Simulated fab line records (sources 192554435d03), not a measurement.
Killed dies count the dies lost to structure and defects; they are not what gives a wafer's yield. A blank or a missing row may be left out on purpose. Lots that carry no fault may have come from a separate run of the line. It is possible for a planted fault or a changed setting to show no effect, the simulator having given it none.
fab line records	flow n5_finfet
record: lots: 24	wafers: 72	last_day: 17
route steps=1938 shown BEOL_M8@1368 BEOL_M9@1455
lots untouched by any fault: they come from a run of this same line in which no faults occurred
start_h: the number of hours between the record's first day and the start of the first shown wafer of the lot	wait_h: time in hours since the lot's previous step	" unchanged from the row above	L1.1+2: one row covering several wafers at once	- no value, or no start was given	* or withheld: withheld	< > ~ a bound
route shown NAME@n: names a module that has steps shown in the file, with the first one's number in the route	usual: mean/standard deviation of fault-free wafers	same: alike in all rows	chamber/n: place in a boat	sites: readings site by site	_std_site: the values' standard deviation	_edge_site: the outer-site mean with the inner-site mean subtracted	radius_mm: how far each site lies from the wafer's centre	mask NAME#n: copy n	behind: the tool/chamber that last shaped the wafer	hold: why the lot went on hold/how many hours it stayed there/how the hold came to an end	device: which transistor (n, p or np) failed to switch	end of line: the same wafers' tests at the end of the route	where a step has no rows: the recipe by itself	killed: at the first sort, the dies lost to defects and structure; wafer yield is something else	map: dies across one wafer; x = killed, . = not, _ = none there
set.NAME: the setting that was run; set.NAME@STEP: the one run at that earlier step	model.NAME: the simulator's own value behind a step, which no gauge read
one table for each step of the route and one row for each wafer, over a sample of lots
services: the hour from which a tool's chamber was out of use, counted from the record's first day as start_h (under 0 if before that day), plus the number of hours and why
== steps ==
step: N5_BEOL_M8_DESCUM_33
recipe: chemistry: O2	time_s: 7	source_power_w: 50	bias_power_w: 20	pressure_mtorr: 20	rf_frequency_hz: 2.712e+07	temp_c: 40	resist: CAR-EUV	o2_flow_sccm: 225
usual: drypump_motor_current_A: 6.0/0.54	oes_product_au: 0.79/0.084	rf_vpp_V: 243.4/1.2	showerhead_plenum_p_Torr: 2.11/0.063	temp_c: 40.02/0.1	throttle_valve_pct: 20.46/0.29
lot.wafer	tool	chamber	start_h	wait_h	drypump_motor_current_A	oes_product_au	rf_hours_counter_h	rf_vpp_V	showerhead_plenum_p_Torr	temp_c	throttle_valve_pct
L074.3	rie_diel-05	3	190.69	0.4	5.5	0.78	133	244.9	2.20	39.88	20.56
L074.4	"	2	"	"	6.6	0.77	-	241.9	2.09	40.07	20.42
L074.5	"	0	"	"	5.6	0.83	-	242.3	2.02	39.99	20.23
L075.2	rie_diel-04	1	210.38	0.1	5.7	0.76	145	240.8	2.09	40.04	20.66
L075.3	"	3	"	"	5.6	0.72	206	245.5	2.16	39.98	20.19
L075.5	"	3	"	"	5.6	0.71	-	244.0	2.16	40.03	20.19
L076.2	rie_diel-04	1	212.45	0.0	5.7	0.77	146	242.5	2.09	40.15	20.67
L076.4	"	1	"	"	5.7	0.76	-	243.8	2.09	40.21	20.67
L076.6	"	0	"	"	6.6	0.68	-	241.8	1.98	40.00	20.30
L077.2	rie_diel-01	1	213.21	0.0	6.6	0.86	67	244.1	2.13	39.88	20.80
L077.4	"	3	"	"	5.1	0.70	228	241.3	1.99	40.00	20.48
L077.5	"	2	"	"	6.6	0.70	-	243.4	2.08	39.94	20.48
L078.3	rie_diel-01	0	216.03	0.0	5.4	0.87	62	243.2	2.12	40.19	20.69
L078.4	"	2	"	"	6.6	0.70	209	242.7	2.08	40.01	20.48
L078.5	"	1	"	"	6.6	0.85	-	243.2	2.13	39.97	20.79
L079.1	rie_diel-05	3	226.90	0.3	5.6	0.76	149	245.6	2.19	40.04	20.60
L079.2	"	2	"	"	6.6	0.75	170	242.9	2.09	39.83	20.43
L079.6	"	1	"	"	6.2	0.94	-	243.2	2.15	40.04	20.14
L080.1	rie_diel-05	3	236.05	0.0	5.5	0.75	152	244.2	2.19	40.05	20.59
L080.2	"	0	"	"	5.6	0.80	108	242.1	2.02	40.03	20.25
L080.5	"	3	"	"	5.5	0.76	-	245.1	2.19	40.00	20.61
L082.1	rie_diel-04	2	236.39	0.2	5.8	0.90	17	243.9	2.14	40.04	19.94
L082.3	"	1	"	"	5.7	0.76	153	243.7	2.08	40.02	20.67
L082.6	"	2	"	"	5.8	0.90	-	243.4	2.14	40.01	19.94
L081.2	rie_diel-05	0	245.08	0.3	5.6	0.80	111	240.0	2.01	40.15	20.25
L081.3	"	3	"	"	5.6	0.75	155	244.5	2.19	40.01	20.61
L081.4	"	1	"	"	6.3	0.92	22	243.9	2.14	40.21	20.15
L083.2	rie_diel-01	1	245.17	0.4	6.6	0.84	81	243.5	2.13	40.14	20.81
L083.3	"	0	"	"	5.5	0.85	74	242.7	2.11	40.09	20.71
L083.6	"	1	"	"	6.6	0.84	-	243.2	2.13	40.08	20.81
L085.1	rie_diel-01	1	260.32	0.0	6.6	0.82	87	243.4	2.12	39.95	20.83
L085.4	"	3	"	"	5.1	0.70	243	241.4	1.98	40.11	20.50
L085.5	"	2	"	"	6.6	0.69	-	242.5	2.08	39.81	20.52
L084.2	rie_diel-01	3	260.72	0.3	5.1	0.70	243	240.3	1.98	40.01	20.50
L084.3	"	1	"	"	6.6	0.83	88	242.9	2.13	39.92	20.84
L084.6	"	1	"	"	6.6	0.82	-	244.1	2.13	39.99	20.83
L087.3	rie_diel-05	0	277.15	0.0	5.6	0.79	120	244.2	2.01	40.06	20.26
L087.4	"	3	"	"	5.6	0.75	165	244.8	2.19	40.03	20.64
L087.6	"	3	"	"	5.6	0.75	-	243.5	2.19	40.11	20.62
L086.4	rie_diel-01	0	280.24	0.5	5.5	0.84	-	244.3	2.11	40.13	20.73
L086.5	"	2	"	"	6.6	0.69	-	242.6	2.07	40.03	20.54
L086.6	"	1	"	"	6.6	0.82	-	243.5	2.12	39.89	20.85
L089.1	rie_diel-01	0	283.61	0.0	5.5	0.84	89	243.7	2.11	40.19	20.74
L089.2	"	1	"	"	6.6	0.82	96	243.3	2.12	40.02	20.86
L089.4	"	1	"	"	6.6	0.82	-	242.6	2.12	39.98	20.84
L090.2	rie_diel-04	0	286.79	0.0	6.6	0.97	13	246.6	2.23	40.17	19.89
L090.3	"	2	"	"	5.7	0.87	36	244.0	2.13	39.90	19.96
L090.5	"	2	"	"	5.7	0.87	-	243.5	2.13	39.82	19.96
L088.1	rie_diel-01	1	287.48	0.2	6.6	0.82	96	243.5	2.12	39.98	20.83
L088.4	"	1	"	"	6.6	0.82	-	244.5	2.12	40.05	20.85
L088.6	"	2	"	"	6.6	0.68	-	243.6	2.07	40.11	20.53
L091.1	rie_diel-01	1	298.48	0.0	6.6	0.81	101	243.5	2.12	40.04	20.86
L091.3	"	3	"	"	5.1	1.00	1	243.6	2.24	40.02	20.13
L091.6	"	3	"	"	5.1	1.00	-	246.2	2.24	40.12	20.13
L092.3	rie_diel-01	3	308.42	0.0	5.1	0.98	3	244.5	2.24	40.24	20.15
L092.5	"	2	"	"	6.6	0.67	-	243.1	2.07	40.10	20.54
L092.6	"	1	"	"	6.6	0.81	-	242.7	2.12	40.01	20.86
L094.1	rie_diel-01	3	311.95	0.2	5.1	0.97	4	245.3	2.24	40.01	20.13
L094.5	"	1	"	"	6.6	0.81	-	244.2	2.12	40.20	20.84
L094.6	"	2	"	"	6.6	0.68	-	243.4	2.07	39.97	20.54
L093.2	rie_diel-04	0	314.15	0.0	6.6	0.93	24	245.6	2.23	39.96	19.91
L093.4	"	3	"	"	5.7	0.69	249	244.9	2.15	39.89	20.25
L093.6	"	2	"	"	5.8	0.85	-	242.9	2.13	39.98	19.99
L095.2	rie_diel-05	0	317.43	0.4	5.6	0.78	134	241.7	2.01	40.16	20.28
L095.4	"	3	"	"	5.5	0.73	179	244.1	2.18	39.94	20.64
L095.6	"	1	"	"	6.2	0.87	-	243.4	2.14	39.97	20.19
L096.1	rie_diel-04	1	325.77	0.3	5.7	0.72	188	241.5	2.07	39.97	20.73
L096.2	"	0	"	"	6.6	0.92	27	245.2	2.23	39.97	19.92
L096.6	"	2	"	"	5.7	0.84	-	244.8	2.13	39.98	19.99
L097.2	rie_diel-04	1	344.57	0.1	5.7	0.72	196	244.0	2.07	39.95	20.75
L097.3	"	2	"	"	5.7	0.82	59	242.4	2.12	39.76	19.99
L097.5	"	0	"	"	6.6	0.90	-	244.5	2.23	39.94	19.92
step: N5_BEOL_M8_PRE_CLEAN_45
recipe: gas: H2/He	time_s: 30	temp_c: 250
usual: heater_power_w: 326/40
lot.wafer	tool	chamber	start_h	wait_h	heater_power_w
L074.3	pvd_sputter-01	-	191.97	0.0	310
L074.4	"	-	"	"	334
L074.5	"	-	"	"	329
L075.2	pvd_sputter-01	-	211.46	0.0	350
L075.3	"	-	"	"	308
L075.5	"	-	"	"	396
L076.2	pvd_sputter-02	-	213.52	0.0	333
L076.4	"	-	"	"	313
L076.6	"	-	"	"	307
L077.2	pvd_sputter-03	-	216.12	0.0	290
L077.4	"	-	"	"	326
L077.5	"	-	"	"	292
L078.3	pvd_sputter-01	-	217.13	0.0	360
L078.4	"	-	"	"	387
L078.5	"	-	"	"	403
L079.1	pvd_sputter-01	-	228.01	0.0	322
L079.2	"	-	"	"	312
L079.6	"	-	"	"	397
L080.1	pvd_sputter-03	-	237.25	0.0	337
L080.2	"	-	"	"	290
L080.5	"	-	"	"	334
L082.1	pvd_sputter-02	-	237.40	0.0	326
L082.3	"	-	"	"	318
L082.6	"	-	"	"	237
L081.2	pvd_sputter-02	-	246.07	0.0	242
L081.3	"	-	"	"	325
L081.4	"	-	"	"	306
L083.2	pvd_sputter-02	-	246.19	0.0	323
L083.3	"	-	"	"	231
L083.6	"	-	"	"	319
L085.1	pvd_sputter-03	-	261.49	0.0	294
L085.4	"	-	"	"	331
L085.5	"	-	"	"	326
L084.2	pvd_sputter-02	-	261.80	0.0	303
L084.3	"	-	"	"	324
L084.6	"	-	"	"	301
L087.3	pvd_sputter-01	-	278.14	0.0	309
L087.4	"	-	"	"	325
L087.6	"	-	"	"	323
L086.4	pvd_sputter-01	-	281.58	0.0	326
L086.5	"	-	"	"	305
L086.6	"	-	"	"	320
L089.1	pvd_sputter-02	-	284.99	0.0	322
L089.2	"	-	"	"	311
L089.4	"	-	"	"	240
L090.2	pvd_sputter-01	-	288.13	0.0	397
L090.3	"	-	"	"	312
L090.5	"	-	"	"	355
L088.1	pvd_sputter-01	-	288.59	0.0	325
L088.4	"	-	"	"	316
L088.6	"	-	"	"	402
L091.1	pvd_sputter-03	-	300.63	0.0	339
L091.3	"	-	"	"	341
L091.6	"	-	"	"	348
L092.3	pvd_sputter-03	-	309.46	0.0	340
L092.5	"	-	"	"	338
L092.6	"	-	"	"	341
L094.1	pvd_sputter-01	-	313.26	0.0	403
L094.5	"	-	"	"	362
L094.6	"	-	"	"	316
L093.2	pvd_sputter-03	-	315.23	0.0	293
L093.4	"	-	"	"	339
L093.6	"	-	"	"	339
L095.2	pvd_sputter-01	-	318.59	0.0	321
L095.4	"	-	"	"	366
L095.6	"	-	"	"	330
L096.1	pvd_sputter-02	-	328.04	0.0	308
L096.2	"	-	"	"	241
L096.6	"	-	"	"	244
L097.2	pvd_sputter-01	-	345.63	0.0	360
L097.3	"	-	"	"	325
L097.5	"	-	"	"	338
step: N5_BEOL_M8_SURFACE_TREAT_79
recipe: gas: Ar	time_s: *	ion_energy_ev: *	ion_current_ma_cm2: 0.5	pressure_mtorr: *	ar_flow_sccm: 30
usual: throttle_valve_pct: *
lot.wafer	tool	chamber	start_h	wait_h	throttle_valve_pct
L074.3	pvd_sputter-01	-	193.93	1.5	*
L074.4	"	-	"	"	*
L074.5	"	-	"	"	*
L075.2	pvd_sputter-01	-	211.97	0.3	*
L075.3	"	-	"	"	*
L075.5	"	-	"	"	*
L076.2	pvd_sputter-02	-	213.98	0.2	*
L076.4	"	-	"	"	*
L076.6	"	-	"	"	*
L077.2	pvd_sputter-03	-	216.52	0.2	*
L077.4	"	-	"	"	*
L077.5	"	-	"	"	*
L078.3	pvd_sputter-03	-	217.70	0.4	*
L078.4	"	-	"	"	*
L078.5	"	-	"	"	*
L079.1	pvd_sputter-02	-	228.96	0.8	*
L079.2	"	-	"	"	*
L079.6	"	-	"	"	*
L080.1	pvd_sputter-03	-	237.91	0.4	*
L080.2	"	-	"	"	*
L080.5	"	-	"	"	*
L082.1	pvd_sputter-03	-	238.21	0.4	*
L082.3	"	-	"	"	*
L082.6	"	-	"	"	*
L081.2	pvd_sputter-02	-	246.71	0.4	*
L081.3	"	-	"	"	*
L081.4	"	-	"	"	*
L083.2	pvd_sputter-01	-	246.94	0.5	*
L083.3	"	-	"	"	*
L083.6	"	-	"	"	*
L085.1	pvd_sputter-02	-	261.96	0.3	*
L085.4	"	-	"	"	*
L085.5	"	-	"	"	*
L084.2	pvd_sputter-01	-	262.19	0.2	*
L084.3	"	-	"	"	*
L084.6	"	-	"	"	*
L087.3	pvd_sputter-02	-	279.93	1.6	*
L087.4	"	-	"	"	*
L087.6	"	-	"	"	*
L086.4	pvd_sputter-03	-	283.36	1.6	*
L086.5	"	-	"	"	*
L086.6	"	-	"	"	*
L089.1	pvd_sputter-03	-	285.38	0.2	*
L089.2	"	-	"	"	*
L089.4	"	-	"	"	*
L090.2	pvd_sputter-01	-	288.51	0.2	*
L090.3	"	-	"	"	*
L090.5	"	-	"	"	*
L088.1	pvd_sputter-01	-	289.05	0.2	*
L088.4	"	-	"	"	*
L088.6	"	-	"	"	*
L091.1	pvd_sputter-01	-	300.99	0.2	*
L091.3	"	-	"	"	*
L091.6	"	-	"	"	*
L092.3	pvd_sputter-01	-	309.84	0.2	*
L092.5	"	-	"	"	*
L092.6	"	-	"	"	*
L094.1	pvd_sputter-03	-	313.69	0.2	*
L094.5	"	-	"	"	*
L094.6	"	-	"	"	*
L093.2	pvd_sputter-03	-	315.62	0.2	*
L093.4	"	-	"	"	*
L093.6	"	-	"	"	*
L095.2	pvd_sputter-01	-	321.29	2.3	*
L095.4	"	-	"	"	*
L095.6	"	-	"	"	*
L096.1	pvd_sputter-02	-	328.42	0.2	*
L096.2	"	-	"	"	*
L096.6	"	-	"	"	*
L097.2	pvd_sputter-01	-	346.00	0.2	*
L097.3	"	-	"	"	*
L097.5	"	-	"	"	*
step: N5_BEOL_M9_CURE_72
recipe: temp_c: 370	time_s: 120	ambient: DMADMS/He	material: SiCOH_lowk
usual: lamp_power_pct: 52.32/0.055	wafer_temp_C_max: 371.6/0.53
lot.wafer	tool	chamber	start_h	wait_h	lamp_power_pct	wafer_temp_C_max
L074.3	uv_cure-03	1	198.92	0.1	52.36	372.8
L074.4	"	1	"	"	52.39	372.4
L074.5	"	1	"	"	52.44	372.5
L075.2	uv_cure-02	1	219.06	0.1	52.26	371.1
L075.3	"	1	"	"	52.32	371.3
L075.5	"	1	"	"	52.32	370.7
L076.2	uv_cure-02	1	219.47	0.1	52.41	371.5
L076.4	"	1	"	"	52.35	371.4
L076.6	"	1	"	"	52.23	371.4
L077.2	uv_cure-03	1	222.21	0.1	52.33	371.9
L077.4	"	1	"	"	52.33	372.2
L077.5	"	1	"	"	52.29	372.1
L078.3	uv_cure-02	0	223.06	0.1	52.39	371.9
L078.4	"	0	"	"	52.24	372.1
L078.5	"	0	"	"	52.36	372.9
L079.1	uv_cure-02	1	234.86	0.0	52.26	370.9
L079.2	"	1	"	"	52.33	371.0
L079.6	"	1	"	"	52.27	371.0
L080.1	uv_cure-02	1	245.21	0.0	52.32	371.0
L080.2	"	1	"	"	52.27	370.8
L080.5	"	1	"	"	52.31	370.7
L082.1	uv_cure-01	2	245.43	0.0	52.35	371.3
L082.3	"	2	"	"	52.32	371.4
L082.6	"	2	"	"	52.26	371.6
L081.2	uv_cure-02	2	253.74	0.1	52.33	371.4
L081.3	"	2	"	"	52.27	371.5
L081.4	"	2	"	"	52.30	371.3
L083.2	uv_cure-02	2	254.34	0.2	52.30	371.4
L083.3	"	2	"	"	52.41	371.9
L083.6	"	2	"	"	52.33	371.8
L085.1	uv_cure-02	2	271.09	0.0	52.39	370.9
L085.4	"	2	"	"	52.28	371.1
L085.5	"	2	"	"	52.26	371.8
L084.2	uv_cure-03	0	271.66	0.1	52.32	372.2
L084.3	"	0	"	"	52.27	371.7
L084.6	"	0	"	"	52.35	372.6
L087.3	uv_cure-01	0	286.63	0.1	52.40	371.2
L087.4	"	0	"	"	52.28	371.2
L087.6	"	0	"	"	52.23	371.1
L086.4	uv_cure-01	2	289.58	0.3	52.24	371.7
L086.5	"	2	"	"	52.29	371.3
L086.6	"	2	"	"	52.22	371.8
L089.1	uv_cure-02	2	291.03	0.0	52.48	372.0
L089.2	"	2	"	"	52.38	371.7
L089.4	"	2	"	"	52.27	371.6
L090.2	uv_cure-03	0	293.30	0.1	52.31	371.9
L090.3	"	0	"	"	52.31	372.3
L090.5	"	0	"	"	52.29	371.7
L088.1	uv_cure-03	1	296.84	0.0	52.32	372.5
L088.4	"	1	"	"	52.36	372.1
L088.6	"	1	"	"	52.26	372.4
L091.1	uv_cure-03	2	309.22	0.0	52.25	371.8
L091.3	"	2	"	"	52.30	372.1
L091.6	"	2	"	"	52.36	372.2
L092.3	uv_cure-01	0	315.31	0.1	52.30	371.4
L092.5	"	0	"	"	52.29	371.2
L092.6	"	0	"	"	52.36	371.5
L094.1	uv_cure-03	0	321.43	0.0	52.38	371.4
L094.5	"	0	"	"	52.25	372.1
L094.6	"	0	"	"	52.26	371.7
L093.2	uv_cure-01	1	324.26	0.2	52.32	371.1
L093.4	"	1	"	"	52.22	371.2
L093.6	"	1	"	"	52.18	371.4
L095.2	uv_cure-01	2	328.08	0.1	52.38	371.6
L095.4	"	2	"	"	52.32	371.7
L095.6	"	2	"	"	52.29	371.6
L096.1	uv_cure-01	2	335.12	0.0	52.29	372.0
L096.2	"	2	"	"	52.27	371.5
L096.6	"	2	"	"	52.35	371.4
L097.2	uv_cure-02	1	355.61	0.1	52.33	371.1
L097.3	"	1	"	"	52.33	371.2
L097.5	"	1	"	"	52.32	371.3
step: N5_BEOL_M9_PRE_CLEAN_45
recipe: gas: H2/He	time_s: 30	temp_c: 250
usual: heater_power_w: 330/31
lot.wafer	tool	chamber	start_h	wait_h	heater_power_w
L074.3	pvd_sputter-01	-	200.42	0.0	355
L074.4	"	-	"	"	331
L074.5	"	-	"	"	321
L075.2	pvd_sputter-01	-	219.71	0.0	321
L075.3	"	-	"	"	400
L075.5	"	-	"	"	398
L076.2	pvd_sputter-02	-	220.43	0.0	308
L076.4	"	-	"	"	330
L076.6	"	-	"	"	236
L077.2	pvd_sputter-03	-	222.66	0.0	339
L077.4	"	-	"	"	335
L077.5	"	-	"	"	292
L078.3	pvd_sputter-03	-	223.62	0.0	340
L078.4	"	-	"	"	299
L078.5	"	-	"	"	339
L079.1	pvd_sputter-03	-	236.61	0.0	339
L079.2	"	-	"	"	292
L079.6	"	-	"	"	342
L080.1	pvd_sputter-03	-	245.58	0.0	339
L080.2	"	-	"	"	330
L080.5	"	-	"	"	343
L082.1	pvd_sputter-03	-	245.84	0.0	342
L082.3	"	-	"	"	345
L082.6	"	-	"	"	325
L081.2	pvd_sputter-03	-	254.23	0.0	337
L081.3	"	-	"	"	349
L081.4	"	-	"	"	339
L083.2	pvd_sputter-03	-	254.77	0.0	332
L083.3	"	-	"	"	341
L083.6	"	-	"	"	327
L085.1	pvd_sputter-03	-	271.80	0.0	286
L085.4	"	-	"	"	336
L085.5	"	-	"	"	291
L084.2	pvd_sputter-03	-	271.98	0.0	339
L084.3	"	-	"	"	345
L084.6	"	-	"	"	295
L087.3	pvd_sputter-01	-	287.48	0.0	311
L087.4	"	-	"	"	314
L087.6	"	-	"	"	309
L086.4	pvd_sputter-03	-	290.35	0.0	336
L086.5	"	-	"	"	318
L086.6	"	-	"	"	345
L089.1	pvd_sputter-02	-	291.89	0.0	322
L089.2	"	-	"	"	239
L089.4	"	-	"	"	321
L090.2	pvd_sputter-03	-	293.75	0.0	289
L090.3	"	-	"	"	339
L090.5	"	-	"	"	332
L088.1	pvd_sputter-01	-	297.23	0.0	368
L088.4	"	-	"	"	331
L088.6	"	-	"	"	395
L091.1	pvd_sputter-03	-	309.69	0.0	291
L091.3	"	-	"	"	340
L091.6	"	-	"	"	342
L092.3	pvd_sputter-03	-	315.58	0.0	340
L092.5	"	-	"	"	352
L092.6	"	-	"	"	335
L094.1	pvd_sputter-01	-	321.95	0.0	320
L094.5	"	-	"	"	411
L094.6	"	-	"	"	322
L093.2	pvd_sputter-03	-	325.00	0.0	288
L093.4	"	-	"	"	329
L093.6	"	-	"	"	341
L095.2	pvd_sputter-01	-	328.49	0.0	357
L095.4	"	-	"	"	394
L095.6	"	-	"	"	314
L096.1	pvd_sputter-01	-	335.50	0.0	327
L096.2	"	-	"	"	393
L096.6	"	-	"	"	399
L097.2	pvd_sputter-02	-	356.00	0.0	235
L097.3	"	-	"	"	321
L097.5	"	-	"	"	332
step: N5_BEOL_M9_DEP_56
recipe: material: SiCN	target_thk_a: 150	temp_c: withheld	precursor: 3MS/NH3	pressure_torr: 3	rf_w: 202	time_s: 26.5
usual: showerhead_plenum_p_Torr: 3.666/0.012	throttle_valve_pct: 9.1/0.53
lot.wafer	tool	chamber	start_h	wait_h	showerhead_plenum_p_Torr	throttle_valve_pct
L074.3	pecvd-02	1	202.97	0.0	3.668	9.4
L074.4	"	0	"	"	3.679	10.1
L074.5	"	1	"	"	3.658	9.3
L075.2	pecvd-02	2	221.18	0.0	3.680	8.8
L075.3	"	0	"	"	3.675	10.1
L075.5	"	1	"	"	3.661	9.4
L076.2	pecvd-03	0	223.21	0.0	3.662	8.9
L076.4	"	0	"	"	3.677	9.0
L076.6	"	2	"	"	3.667	8.9
L077.2	pecvd-03	0	224.27	0.0	3.672	8.8
L077.4	"	1	"	"	3.673	9.0
L077.5	"	0	"	"	3.664	8.7
L078.3	pecvd-03	2	225.28	0.0	3.666	8.6
L078.4	"	2	"	"	3.655	8.6
L078.5	"	1	"	"	3.677	9.2
L079.1	pecvd-02	0	238.45	0.0	3.677	10.4
L079.2	"	2	"	"	3.671	8.8
L079.6	"	1	"	"	3.663	9.2
L080.1	pecvd-02	0	247.51	0.0	3.678	10.3
L080.2	"	1	"	"	3.651	9.4
L080.5	"	1	"	"	3.667	9.6
L082.1	pecvd-02	0	248.23	0.0	3.670	10.3
L082.3	"	2	"	"	3.680	8.6
L082.6	"	0	"	"	3.674	10.1
L081.2	pecvd-01	0	255.84	0.0	3.682	9.3
L081.3	"	1	"	"	3.653	8.8
L081.4	"	1	"	"	3.653	8.6
L083.2	pecvd-03	2	257.87	0.0	3.667	8.7
L083.3	"	0	"	"	3.666	8.8
L083.6	"	0	"	"	3.676	9.1
L085.1	pecvd-03	2	274.59	0.0	3.657	8.7
L085.4	"	0	"	"	3.673	8.7
L085.5	"	1	"	"	3.666	9.3
L084.2	pecvd-01	1	274.95	0.0	3.667	8.7
L084.3	"	2	"	"	3.629	8.7
L084.6	"	2	"	"	3.636	8.5
L087.3	pecvd-03	1	289.15	0.0	3.667	9.1
L087.4	"	0	"	"	3.670	8.9
L087.6	"	1	"	"	3.657	9.1
L086.4	pecvd-01	1	292.36	0.0	3.667	8.8
L086.5	"	0	"	"	3.683	8.8
L086.6	"	2	"	"	3.644	8.4
L089.1	pecvd-03	0	294.31	0.0	3.656	8.7
L089.2	"	2	"	"	3.646	8.8
L089.4	"	0	"	"	3.672	9.0
L090.2	pecvd-01	0	295.29	0.0	3.686	9.1
L090.3	"	1	"	"	3.662	8.6
L090.5	"	1	"	"	3.667	8.7
L088.1	pecvd-03	1	298.97	0.0	3.660	9.0
L088.4	"	0	"	"	3.669	8.9
L088.6	"	1	"	"	3.660	9.2
L091.1	pecvd-03	2	312.84	0.0	3.658	8.9
L091.3	"	0	"	"	3.671	8.9
L091.6	"	0	"	"	3.668	8.8
L092.3	pecvd-02	0	318.31	0.0	3.670	10.5
L092.5	"	0	"	"	3.676	10.2
L092.6	"	2	"	"	3.672	8.8
L094.1	pecvd-02	1	324.07	0.0	3.654	9.4
L094.5	"	0	"	"	3.677	10.4
L094.6	"	1	"	"	3.659	9.3
L093.2	pecvd-01	0	326.62	0.0	3.682	8.9
L093.4	"	2	"	"	3.627	8.2
L093.6	"	1	"	"	3.651	8.4
L095.2	pecvd-02	0	330.64	0.0	3.671	10.2
L095.4	"	1	"	"	3.667	9.4
L095.6	"	0	"	"	3.681	10.1
L096.1	pecvd-03	2	336.95	0.0	3.656	8.7
L096.2	"	1	"	"	3.662	9.1
L096.6	"	0	"	"	3.667	9.0
L097.2	pecvd-02	0	357.96	0.0	3.677	10.3
L097.3	"	1	"	"	3.665	9.5
L097.5	"	0	"	"	3.683	10.2
== services ==
tool	chamber	start_h	hours	kind
rie_diel-01	-	182.64	29.3	repair
pecvd-03	2	190.05	6.5	repair
pecvd-01	-	195.64	14.6	pm
uv_cure-01	-	197.61	3.6	repair
rie_diel-04	2	210.03	5.3	repair
rie_diel-04	1	217.31	5.0	repair
rie_diel-01	3	221.31	4.5	repair
uv_cure-03	-	227.81	2.1	pm
pecvd-03	0	231.60	8.4	repair
rie_diel-01	2	240.16	6.1	repair
uv_cure-03	-	251.03	7.5	pm
pecvd-02	-	256.77	4.3	pm
rie_diel-04	1	265.61	2.8	repair
uv_cure-02	-	266.72	0.4	repair
rie_diel-04	1	270.86	4.3	repair
uv_cure-01	-	272.53	0.3	repair
pecvd-02	0	272.77	6.2	repair
rie_diel-04	3	283.85	4.2	repair
rie_diel-01	1	284.52	2.1	repair
rie_diel-04	2	298.45	3.9	repair
rie_diel-01	3	303.05	3.8	repair
pecvd-03	-	329.01	2.8	pm
pvd_sputter-03	-	335.59	1.7	repair
uv_cure-01	-	357.39	1.0	pm
== key ==
fault none
